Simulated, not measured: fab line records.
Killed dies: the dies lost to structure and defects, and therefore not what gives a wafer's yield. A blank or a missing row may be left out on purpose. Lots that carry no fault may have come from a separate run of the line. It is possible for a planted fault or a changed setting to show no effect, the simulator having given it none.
fab line records	flow n5-finfet
[record] lots = 8	wafers = 18	last-day = 19
route steps=1938 shown BEOL_M8@1369 BEOL_M15@1830
lots that met no fault: from a run of the same line without faults
start-h: hours from the record's first day to the start of the lot's first wafer shown	wait-h: hours elapsed since this lot's preceding step	" unchanged from the row above	L1.1+2: a row that stands for several wafers	- no value, or no start given	* or withheld: withheld	< > ~ a bound
route shown NAME@n: NAME is a module with steps in the file, n the number in the route of the first one	usual: mean and standard deviation over wafers with no fault	same: alike in all rows	chamber/n: place in a boat	sites: the reading at each site	_std_site: the standard deviation of these	_edge_site: the outer-site mean with the inner-site mean subtracted	radius-mm: for every site, how far away it sits from the centre of the wafer	mask NAME#n: copy n	behind: the most recent tool/chamber to have shaped the wafer	hold: cause of the lot's hold/its duration in hours/its outcome	device: names the non-switching transistor (n, p or np)	end of line: the same wafers' tests at the end of the route	where a step has no rows: the recipe by itself	killed: count of dies lost to structure and defects at first sort (not the wafer's yield)	map: per-die view of a wafer (x killed, . not killed, _ where there is no die)
set.NAME: the run value of the setting; set.NAME@STEP: its run value at that earlier step	model.NAME: the simulator's own value behind a step, which no gauge read
a sample of lots followed through the steps of the route, with each step as a table and each wafer as a row
services: a tool's chamber out of use, with start hour (start-h, from the record's first day; less than 0 if before it), hours out, and reason
[[steps]]
[step N5_BEOL_M8_ETCH_72]
[recipe] chemistry = N2/H2	target = underlayer	target-depth-a = 65	mask-material = CAR-EUV	time-s = 5.2	ion-energy-ev = 200	pressure-mtorr = 30	source-w = 840	bias-w = 150	n2-flow-sccm = 200	h2-flow-sccm = 200	ends = cleared
[usual] drypump-motor-current-A = 5.5/0.47	etch-rf-on-time-s = 5.16/0.16	oes-product-au = 0.69/0.07	rf-vpp-V = 524.4/2.9	showerhead-plenum-p-Torr = 2.56/0.094	throttle-valve-pct = 17.78/0.21
lot.wafer	tool	chamber	start-h	wait-h	drypump-motor-current-A	etch-rf-on-time-s	oes-product-au	rf-hours-counter-h	rf-vpp-V	showerhead-plenum-p-Torr	throttle-valve-pct
L651.2	rie-diel-03	0	213.07	0.0	5.0	5.05	0.73	52	522.9	2.56	17.57
L651.3	"	2	"	"	5.2	4.98	0.62	194	521.1	2.41	17.95
L651.5	"	0	"	"	5.0	5.00	0.72	-	527.3	2.56	17.55
L654.1	rie-diel-03	3	266.54	0.0	4.8	5.18	0.74	38	529.3	2.70	17.66
L654.5	"	2	"	"	5.2	5.00	0.60	-	518.9	2.40	17.96
L663.2	rie-diel-03	3	313.62	0.0	4.8	5.17	0.71	55	526.3	2.69	17.72
L663.4	"	0	"	"	5.0	4.99	0.70	89	523.0	2.54	17.60
L662.4	rie-diel-03	0	316.32	0.0	5.0	4.96	0.69	90	524.9	2.54	17.64
L662.5	"	1	"	"	5.8	5.43	0.76	-	524.0	2.49	17.47
L664.4	rie-diel-03	2	321.23	0.0	5.2	4.99	0.60	233	520.4	2.39	18.02
L664.5	"	1	"	"	5.8	5.42	0.78	-	522.7	2.49	17.42
L670.1	rie-diel-02	2	350.91	0.0	5.2	5.16	0.61	187	526.6	2.61	17.70
L670.3	"	1	"	"	5.5	5.16	0.74	48	523.2	2.50	18.03
L673.3	rie-diel-03	1	380.42	0.0	5.8	5.44	0.73	31	523.8	2.48	17.48
L673.5	"	3	"	"	4.8	5.18	0.70	-	527.7	2.68	17.72
L673.6	"	1	"	"	5.8	5.39	0.74	-	519.5	2.48	17.47
L674.1	rie-diel-04	0	385.94	0.0	5.8	4.86	0.80	23	525.7	2.62	17.63
L674.4	"	3	"	"	6.0	5.33	0.69	-	523.3	2.59	17.97
[step N5_BEOL_M8_TRENCH_ETCH_37]
[recipe] chemistry = C4F6/O2	target-depth-a = 934.78	target = SiCOH_lowk	time-s = 31.2	ion-energy-ev = 250	pressure-mtorr = 30	source-w = 345	bias-w = 185	Ar_flow_sccm = 300	C4F6_flow_sccm = 10	O2_flow_sccm = 10
[usual] drypump-motor-current-A = 5.5/0.47	oes-product-au = 0.81/0.088	rf-vpp-V = 670/18	run-length-s = 54.5/0.42	showerhead-plenum-p-Torr = 2.86/0.096	throttle-valve-pct = 20.89/0.25
lot.wafer	tool	chamber	start-h	wait-h	drypump-motor-current-A	oes-product-au	rf-hours-counter-h	rf-vpp-V	run-length-s	showerhead-plenum-p-Torr	throttle-valve-pct
L651.2	rie-diel-03	0	213.31	-	5.0	0.83	52	677	54.7	2.87	20.83
L651.3	"	2	"	"	5.2	0.72	194	670	54.1	2.72	21.21
L651.5	"	0	"	"	5.0	0.84	-	677	54.4	2.87	20.83
L654.1	rie-diel-03	3	266.78	-	4.9	0.89	38	704	54.7	3.02	20.80
L654.5	"	2	"	"	5.3	0.71	-	669	54.1	2.71	21.25
L663.2	rie-diel-03	3	313.86	-	4.8	0.86	55	705	51.4	3.01	20.81
L663.4	"	0	"	"	5.0	0.80	89	677	54.5	2.86	20.87
L662.4	rie-diel-03	0	316.56	-	5.0	0.79	90	676	54.7	2.86	20.87
L662.5	"	1	"	"	5.8	0.93	-	659	50.6	2.79	20.49
L664.4	rie-diel-03	2	321.47	-	5.2	0.69	233	668	54.2	2.70	21.30
L664.5	"	1	"	"	5.8	0.93	-	659	50.6	2.79	20.49
L670.1	rie-diel-02	2	351.14	-	5.2	0.71	187	655	55.2	2.93	20.75
L670.3	"	1	"	"	5.5	0.88	48	670	54.8	2.79	21.03
L673.3	rie-diel-03	1	380.66	-	5.8	0.88	31	660	54.5	2.78	20.50
L673.5	"	3	"	"	4.8	0.83	-	704	55.2	3.00	20.84
L673.6	"	1	"	"	5.8	0.89	-	658	54.2	2.78	20.51
L674.1	rie-diel-04	0	386.18	-	5.8	0.93	23	643	54.1	2.89	20.49
L674.4	"	3	"	"	6.0	0.82	-	692	54.4	2.84	20.86
[step N5_BEOL_M8_OCD_MEAS_38]
[usual] trench-depth-nm = 94.2/1.8
lot.wafer	tool	chamber	start-h	wait-h	trench-depth-nm
L651.2	ocd-01	-	213.47	-	94.5
L651.3	"	-	"	"	96.0
L651.5	"	-	"	"	94.6
L654.1	ocd-02	-	266.93	-	96.9
L654.5	"	-	"	"	96.2
L663.2	ocd-02	-	314.02	-	84.6
L663.4	"	-	"	"	96.1
L662.4	ocd-02	-	316.72	-	95.1
L662.5	"	-	"	"	82.8
L664.4	ocd-01	-	321.63	-	95.5
L664.5	"	-	"	"	83.7
L670.1	ocd-02	-	351.30	-	92.8
L670.3	"	-	"	"	94.2
L673.3	ocd-01	-	380.82	-	93.1
L673.5	"	-	"	"	94.8
L673.6	"	-	"	"	93.2
L674.1	ocd-02	-	386.34	-	97.6
L674.4	"	-	"	"	93.1
[step N5_BEOL_M8_ALD_77]
[recipe] material = TaN	target-thk-a = 20	temp-c = 275	ald-precursor-family = PDMAT	ald-co-reactant = NH3	pressure-torr = 3	carrier-flow-sccm = 1500	pulse-time-s = 2	purge-time-s = 3	co-reactant-purge-time-s = 2	co-reactant-pulse-time-s = 3	ald-cycles = 40	precursor-vessel-temp-c = 75	precursor-vessel-pressure-torr = 26.25	precursor-vessel-carrier-sccm = 1000
[usual] heater-power-w = 419/31	susceptor-temp-C = 275.01/0.19
[same] purge-time-s = 3
lot.wafer	tool	chamber	start-h	wait-h	heater-power-w	since-wet-clean-h	susceptor-temp-C
L651.2	ald-metal-03	0	214.15	0.1	436	1415	275.16
L651.3	"	1	"	"	453	1415	275.10
L651.5	"	0	"	"	425	-	275.10
L654.1	ald-metal-01	1	268.14	0.0	453	3008	275.07
L654.5	"	0	"	"	433	-	274.99
L663.2	ald-metal-02	3	316.54	0.1	394	6133	275.20
L663.4	"	2	"	"	415	6133	274.58
L662.4	ald-metal-03	0	317.92	0.0	434	1519	275.13
L662.5	"	1	"	"	460	-	274.96
L664.4	ald-metal-02	0	322.61	0.0	402	6139	274.73
L664.5	"	3	"	"	385	-	275.24
L670.1	ald-metal-01	0	352.84	0.0	445	3093	275.01
L670.3	"	2	"	"	447	3093	275.16
L673.3	ald-metal-03	1	381.46	0.1	470	1583	274.77
L673.5	"	3	"	"	368	-	274.91
L673.6	"	0	"	"	427	-	275.18
L674.1	ald-metal-03	2	387.27	0.0	400	1589	275.05
L674.4	"	3	"	"	367	1589	275.09
[step N5_BEOL_M8_SURFACE_TREAT_79]
[recipe] gas = Ar	time-s = *	ion-energy-ev = *	ion-current-ma-cm2 = 0.5	pressure-mtorr = *	ar-flow-sccm = 30
[usual] throttle-valve-pct = *
lot.wafer	tool	chamber	start-h	wait-h	throttle-valve-pct
L651.2	pvd-sputter-02	-	215.94	1.7	*
L651.3	"	-	"	"	*
L651.5	"	-	"	"	*
L654.1	pvd-sputter-01	-	268.55	0.3	*
L654.5	"	-	"	"	*
L663.2	pvd-sputter-03	-	316.94	0.3	*
L663.4	"	-	"	"	*
L662.4	pvd-sputter-02	-	318.24	0.2	*
L662.5	"	-	"	"	*
L664.4	pvd-sputter-01	-	323.13	0.4	*
L664.5	"	-	"	"	*
L670.1	pvd-sputter-03	-	353.34	0.4	*
L670.3	"	-	"	"	*
L673.3	pvd-sputter-02	-	381.82	0.2	*
L673.5	"	-	"	"	*
L673.6	"	-	"	"	*
L674.1	pvd-sputter-01	-	387.58	0.2	*
L674.4	"	-	"	"	*
[step N5_BEOL_M8_THK_MEAS_53]
[recipe] thk-meas-gauge = xrf	reads = Cu_of_BEOL_M8_ECD_50
[usual] M8_THK = 79.2/2.3
lot.wafer	tool	chamber	start-h	wait-h	M8_THK[nm]
L651.2	film-metro-02	-	217.14	-	80.2
L651.3	"	-	"	"	80.6
L651.5	"	-	"	"	78.4
L654.1	film-metro-02	-	269.58	-	82.2
L654.5	"	-	"	"	81.1
L663.2	film-metro-01	-	318.43	-	68.8
L663.4	"	-	"	"	79.9
L662.4	film-metro-01	-	320.26	-	82.3
L662.5	"	-	"	"	67.7
L664.4	film-metro-01	-	324.67	-	82.2
L664.5	"	-	"	"	71.2
L670.1	film-metro-02	-	355.18	-	77.8
L670.3	"	-	"	"	80.5
L673.3	film-metro-01	-	383.03	-	78.0
L673.5	"	-	"	"	80.6
L673.6	"	-	"	"	80.5
L674.1	film-metro-01	-	390.23	-	83.6
L674.4	"	-	"	"	77.5
[step N5_BEOL_M8_RS_MEAS_57]
[recipe] thk-meas-gauge = four-point-probe	reads = Cu_of_BEOL_M8_ECD_50+Co_of_BEOL_M8_CVD_78+TaN_of_BEOL_M8_ALD_77
[usual] M8_RS = 0.285/0.009
lot.wafer	tool	chamber	start-h	wait-h	M8_RS[ohm/sq]
L651.2	film-metro-01	-	217.28	0.1	0.281
L651.3	"	-	"	"	0.280
L651.5	"	-	"	"	0.287
L654.1	film-metro-01	-	269.71	0.1	0.278
L654.5	"	-	"	"	0.282
L663.2	film-metro-02	-	318.56	0.1	0.339
L663.4	"	-	"	"	0.283
L662.4	film-metro-02	-	320.39	0.0	0.275
L662.5	"	-	"	"	0.345
L664.4	film-metro-01	-	324.80	0.0	0.279
L664.5	"	-	"	"	0.329
L670.1	film-metro-01	-	355.31	0.1	0.294
L670.3	"	-	"	"	0.282
L673.3	film-metro-02	-	383.16	0.1	0.290
L673.5	"	-	"	"	0.281
L673.6	"	-	"	"	0.280
L674.1	film-metro-02	-	390.36	0.1	0.265
L674.4	"	-	"	"	0.293
[step N5_BEOL_M15_RC_MEAS_101]
[usual] COMB_M10 = 1.5e-11/3.2e-12	COMB_M11 = 1.5e-11/3.6e-12	COMB_M12 = 6.8e-12/1.4e-12	COMB_M13 = 4.9e-12/1.1e-12	COMB_M14 = 3.8e-12/8.6e-13	COMB_M15 = 2.8e-12/8e-13	COMB_M5 = 3.7e-11/7.5e-12	COMB_M6 = 2.7e-11/5.6e-12	COMB_M7 = 2.6e-11/5.4e-12	COMB_M8 = 2.6e-11/5.3e-12	COMB_M9 = 1.46e-11/2.9e-12	SERP_M10 = 3.01/0.078	SERP_M11 = 3.11/0.12	SERP_M12 = 0.633/0.024	SERP_M13 = 0.307/0.0083	SERP_M14 = 0.159/0.006	SERP_M5 = 39.8/2.2	SERP_M5_max_site = 41.6/2.5	SERP_M6 = 13.5/0.71	SERP_M7 = 13.8/0.67	SERP_M8 = 13.8/0.74	SERP_M8_max_site = 14.4/0.78	SERP_M9 = 3.10/0.11
lot.wafer	tool	chamber	start-h	wait-h	COMB_M10[S/m]	COMB_M11[S/m]	COMB_M12[S/m]	COMB_M13[S/m]	COMB_M14[S/m]	COMB_M15[S/m]	COMB_M5[S/m]	COMB_M6[S/m]	COMB_M7[S/m]	COMB_M8[S/m]	COMB_M9[S/m]	SERP_M10[ohm/um]	SERP_M11[ohm/um]	SERP_M12[ohm/um]	SERP_M13[ohm/um]	SERP_M14[ohm/um]	SERP_M5[ohm/um]	SERP_M5_max_site[ohm/um]	SERP_M6[ohm/um]	SERP_M7[ohm/um]	SERP_M8[ohm/um]	SERP_M8_max_site[ohm/um]	SERP_M9[ohm/um]
L651.2	prober-01	0	273.66	0.2	1.6e-11	1.5e-11	8.3e-12	4.5e-12	4.8e-12	3.1e-12	3.5e-11	4.1e-11	2.3e-11	3.7e-11	1.42e-11	2.85	3.26	0.680	0.313	0.158	39.4	40.3	13.7	14.7	13.9	14.5	3.04
L651.3	"	0	"	"	2.1e-11	1.9e-11	8e-12	7.7e-12	3.3e-12	3.5e-12	3.3e-11	3e-11	1.9e-11	3.3e-11	1.51e-11	2.90	3.03	0.653	0.318	0.157	37.7	39.2	12.5	14.5	13.7	14.3	3.20
L651.5	"	0	"	"	1.7e-11	1.7e-11	1.03e-11	4.6e-12	3.7e-12	3.2e-12	2.8e-11	3.1e-11	3.1e-11	2.8e-11	1.9e-11	3.06	3.33	0.606	0.306	0.164	38.5	42.1	14.1	14.0	13.9	15.1	3.02
L654.1	prober-02	0	320.97	0.0	1.4e-11	1.8e-11	6.7e-12	6.7e-12	3.4e-12	2.9e-12	3.9e-11	4.2e-11	2.4e-11	2e-11	8.4e-12	3.02	3.30	0.676	0.304	0.155	40.2	40.7	12.6	12.2	13.5	14.9	3.25
L654.5	"	0	"	"	1.3e-11	1.7e-11	7.1e-12	3.9e-12	2.3e-12	2.7e-12	3.9e-11	2.7e-11	3.5e-11	2.5e-11	9.9e-12	2.97	3.19	0.630	0.313	0.155	40.6	43.8	12.9	13.5	13.2	13.5	3.08
L663.2	prober-02	0	365.29	0.2	1.4e-11	1.7e-11	6.8e-12	3.5e-12	3.1e-12	2e-12	4.1e-11	2.5e-11	2.5e-11	2.5e-11	2.12e-11	2.99	3.15	0.635	0.306	0.158	40.8	43.7	13.9	14.4	16.3	17.2	3.13
L663.4	"	0	"	"	1.8e-11	9e-12	6.7e-12	4.7e-12	3.1e-12	1.9e-12	3.6e-11	2.1e-11	3.1e-11	2.2e-11	1.16e-11	2.95	3.11	0.621	0.306	0.159	42.4	43.9	13.9	14.5	13.1	14.0	3.26
L662.4	prober-02	0	371.82	0.5	1.3e-11	1.2e-11	6.4e-12	3.9e-12	2.2e-12	1.6e-12	2.9e-11	2.7e-11	2.4e-11	1.8e-11	1.35e-11	2.98	3.05	0.621	0.301	0.159	34.4	35.6	12.4	14.5	13.7	14.3	3.16
L662.5	"	0	"	"	1.5e-11	1.8e-11	5.2e-12	2.9e-12	4.2e-12	1.3e-12	3.2e-11	2.8e-11	2.9e-11	2.4e-11	1.55e-11	2.96	3.08	0.613	0.305	0.166	36.9	38.4	12.9	12.6	16.6	17.4	2.96
L664.4	prober-01	0	383.46	0.5	1.6e-11	1.3e-11	7.2e-12	4.7e-12	3.6e-12	3.7e-12	5.6e-11	2.5e-11	2.7e-11	3e-11	1.46e-11	3.09	3.23	0.618	0.293	0.164	43.6	46.4	14.3	14.3	14.2	14.7	3.19
L664.5	"	0	"	"	1.5e-11	1.9e-11	9.5e-12	5.4e-12	4.2e-12	3.6e-12	4.2e-11	2.7e-11	3.5e-11	2.3e-11	1.74e-11	3.04	2.89	0.594	0.314	0.162	36.6	37.6	13.3	14.4	17.4	18.2	3.19
L670.1	prober-01	0	403.67	0.0	2.2e-11	2.4e-11	5.9e-12	6.3e-12	4.7e-12	3.9e-12	4.4e-11	2.3e-11	2.8e-11	3.2e-11	1.29e-11	3.01	2.91	0.646	0.302	0.166	41.2	42.6	13.4	13.7	14.9	15.6	3.08
L670.3	"	0	"	"	1.9e-11	1.9e-11	6.4e-12	6e-12	4.9e-12	3.7e-12	3.5e-11	2.2e-11	2.3e-11	3.2e-11	1.3e-11	2.92	3.06	0.675	0.285	0.156	38.8	40.2	14.0	14.5	14.4	14.9	3.06
L673.3	prober-01	0	445.15	0.3	1.7e-11	1.5e-11	8.3e-12	5.5e-12	4.2e-12	3.3e-12	3.8e-11	3.3e-11	2.7e-11	3.1e-11	1.34e-11	3.01	3.29	0.625	0.320	0.167	40.7	42.4	13.7	14.6	13.5	14.2	3.03
L673.5	"	0	"	"	1.7e-11	1.2e-11	9.3e-12	5.7e-12	4.1e-12	2.4e-12	3.8e-11	2.2e-11	3e-11	3.1e-11	1.19e-11	3.00	3.24	0.637	0.309	0.165	41.9	45.5	14.2	14.7	12.8	13.9	2.98
L673.6	"	0	"	"	1.1e-11	1.2e-11	1.08e-11	8e-12	3.6e-12	3e-12	3.7e-11	2.6e-11	2.8e-11	2e-11	1.45e-11	3.03	3.14	0.596	0.322	0.148	37.9	39.3	12.5	12.6	13.6	14.2	3.12
L674.1	prober-02	0	445.56	0.4	1.5e-11	1.5e-11	5.2e-12	5.3e-12	3.3e-12	2.1e-12	4e-11	2.3e-11	2.5e-11	2.2e-11	1.26e-11	3.06	3.12	0.619	0.302	0.147	40.8	41.7	12.7	14.9	13.0	13.7	2.97
L674.4	"	0	"	"	1.5e-11	2.1e-11	5.4e-12	4.7e-12	3.6e-12	2.5e-12	4.7e-11	3.3e-11	2e-11	2.5e-11	1.13e-11	3.10	3.04	0.618	0.304	0.168	40.7	42.2	13.2	13.8	14.0	14.5	3.18
// sites SERP_M8 radius-mm=0,75,75,75,75,140,140,140,140
L651.2 13.6 13.8 14.0 13.8 13.6 13.9 14.5 14.0 13.9
L654.1 13.1 14.4 13.4 13.5 13.4 14.9 13.5 14.6 14.1
L663.2 15.4 16.3 15.4 15.6 15.6 17.2 16.5 16.9 16.6
L662.4 12.9 13.4 13.7 13.7 13.2 14.1 13.6 14.3 13.8
L664.4 14.7 14.1 14.7 14.6 14.6 13.8 13.6 14.2 13.3
L670.1 14.5 15.1 14.5 14.7 14.9 15.1 14.6 15.6 15.1
L673.3 12.8 12.6 12.9 13.1 13.5 13.8 14.2 13.7 14.2
L674.1 13.0 13.0 13.7 13.1 13.1 12.6 13.1 12.5 12.9
[[services]]
tool	chamber	start-h	hours	kind
rie-diel-02	1	191.74	-	clean
rie-diel-02	1	191.74	-	consumable-replace:focus-ring
rie-diel-02	1	191.74	22.8	scheduled-down
rie-diel-02	1	191.74	22.8	vent-cycle
rie-diel-03	0	201.11	2.7	repair
ald-metal-01	-	209.19	8.7	pm
ald-metal-02	-	243.96	2.8	pm
rie-diel-04	2	244.17	16.4	repair
ald-metal-01	-	249.05	6.0	pm
ald-metal-02	2	251.30	1.7	repair
ald-metal-01	2	260.46	27.8	repair
rie-diel-03	1	263.46	-	clean
rie-diel-03	1	263.46	-	consumable-replace:focus-ring
ald-metal-01	3	266.27	24.0	repair
rie-diel-02	1	286.15	11.8	repair
rie-diel-02	3	333.88	28.2	repair
ald-metal-02	-	337.39	14.0	pm
ald-metal-01	3	342.40	1.5	repair
rie-diel-03	1	359.08	5.1	repair
rie-diel-03	2	376.64	-	clean
rie-diel-03	2	376.64	-	consumable-replace:focus-ring
rie-diel-03	2	376.64	-	consumable-replace:showerhead
rie-diel-03	2	376.64	19.1	scheduled-down
rie-diel-03	2	376.64	19.1	vent-cycle
[[key]]
[first-sign] step = N5_BEOL_M8_TRENCH_ETCH_37	reading = run-length-s	direction = down	sigmas = 8.5	usual = *	struck = *
[effect] step = N5_BEOL_M8_OCD_MEAS_38	reading = trench-depth-nm	direction = down	sigmas = 5.9	usual = 94.2	struck = 83.7
[effect] step = N5_BEOL_M8_THK_MEAS_53	reading = M8_THK	direction = down	sigmas = 4.3	usual = 79.2	struck = 69.2
[effect] step = N5_BEOL_M8_RS_MEAS_57	reading = M8_RS	direction = up	sigmas = 5.9	usual = 0.285	struck = 0.338
[effect] step = N5_BEOL_M15_RC_MEAS_101	reading = SERP_M8	direction = up	sigmas = 4.1	usual = 13.8	struck = 16.8
met-at N5_BEOL_M8_TRENCH_ETCH_37
struck-lots L662,L663,L664
struck-wafers L662.5,L663.2,L664.5
[baseline-loss] step = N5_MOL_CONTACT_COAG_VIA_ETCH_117	wafers = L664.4
not-acting-at N5_BEOL_M8_ETCH_72,N5_BEOL_M8_ALD_77,N5_BEOL_M8_SURFACE_TREAT_79
onset-between 266.78 313.86
[fault] kind = process-parameter-drift	tool = rie-diel-03	chamber = -	onset-h = 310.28	steps = N5_BEOL_M8_TRENCH_ETCH_37	channel = time-s	offset = *	shape = step	end-h = 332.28	scope = struck-wafers-only	acts-in = *	stated = *
// baseline-loss: these wafers lose ten dies or more at that step, a loss of the line's own and not of a fault; the sort's usual values leave them out
